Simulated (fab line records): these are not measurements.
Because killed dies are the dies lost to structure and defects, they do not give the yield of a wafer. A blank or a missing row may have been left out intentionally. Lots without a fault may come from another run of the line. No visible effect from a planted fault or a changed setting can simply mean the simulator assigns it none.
The tool behind it: which one?    flow n5Finfet    8 lots, 24 wafers sampled, at 3 steps of a route of 1938

== WHAT THE GAUGES READ, wafer by wafer ==
N5_BEOL_M3_INSPECT_30: inspects for defects (brightfield).
lot   measured      on                rawDefectCount
L270  day 7 10:39   defectInspect-02  226 404 277
L271  day 8 08:50   defectInspect-01  387 407 519
L274  day 8 19:23   defectInspect-02  284 402 389
L279  day 9 18:56   defectInspect-02  657 771 627
L281  day 10 12:11  defectInspect-01  463 522 453
L282  day 10 14:36  defectInspect-01  312 272 340
L283  day 10 23:47  defectInspect-02  388 325 333
L286  day 11 13:03  defectInspect-01  355 437 497

== WHAT TOOL EACH LOT RAN ON (gives the tool, then ch and the chambers of the sampled wafers, and finally the start) ==
lot   N5_BEOL_M3_DESCUM_16               N5_BEOL_M3_HM_OPEN_17
L270  rieDiel-01 ch 0,3, day 7 09:40     rieMetal-01 ch 0,1, day 7 09:55
L271  rieDiel-04 ch 0,2,3, day 8 07:59   rieMetal-01 ch 0,1, day 8 08:14
L274  rieDiel-02 ch 1,3, day 8 18:25     rieMetal-01 ch 0,1, day 8 18:40
L279  rieDiel-02 ch 0,1,3, day 9 18:06   rieMetal-01 ch 0,1, day 9 18:21
L281  rieDiel-04 ch 0,3, day 10 11:13    rieMetal-02 ch 0,1, day 10 11:28
L282  rieDiel-01 ch 0,3, day 10 13:38    rieMetal-02 ch 0,1, day 10 13:53
L283  rieDiel-04 ch 0,3, day 10 22:44    rieMetal-03 ch 0,1, day 10 22:58
L286  rieDiel-01 ch 0,2,3, day 11 12:13  rieMetal-03 ch 0,1, day 11 12:28
- N5_BEOL_M3_DESCUM_16: chemistry O2, time 7 s.
- N5_BEOL_M3_HM_OPEN_17: chemistry Cl2/BCl3, target TiN, target depth 20 nm, overetch 6 nm.

== THE ANSWER, worked out from the rows above alone ==
Rule: the usual values come from the lots themselves. The widest of any qualifying gaps counts: lots, ordered by their means at a reading, are off when they make up no more than a third of the lots, leave a main group of 4 or more, and stand apart from it by 3 or more times the standard deviation of that group's means. If all means in a main group match to the digits the tables above print for the reading, that group is not used. Also off: a lot with no number at a reading for which 4 or more lots have one. The other lots that the step has rows for count as sound.
Off, at N5_BEOL_M3_INSPECT_30 on rawDefectCount: L279. For the main group the mean is 381 and the standard deviation 64.
If a tool, at a process step before that reading, ran all the lots that are off and no sound lot after the first of them, it fits. Those tools and the gauges at N5_BEOL_M3_INSPECT_30 are tried in the same way. 2 tools fit, rieDiel-02 at N5_BEOL_M3_DESCUM_16 and rieMetal-01 at N5_BEOL_M3_HM_OPEN_17, so this cannot tell which one it is.

== WHAT HAD BEEN PUT IN BY THE SIMULATOR ==
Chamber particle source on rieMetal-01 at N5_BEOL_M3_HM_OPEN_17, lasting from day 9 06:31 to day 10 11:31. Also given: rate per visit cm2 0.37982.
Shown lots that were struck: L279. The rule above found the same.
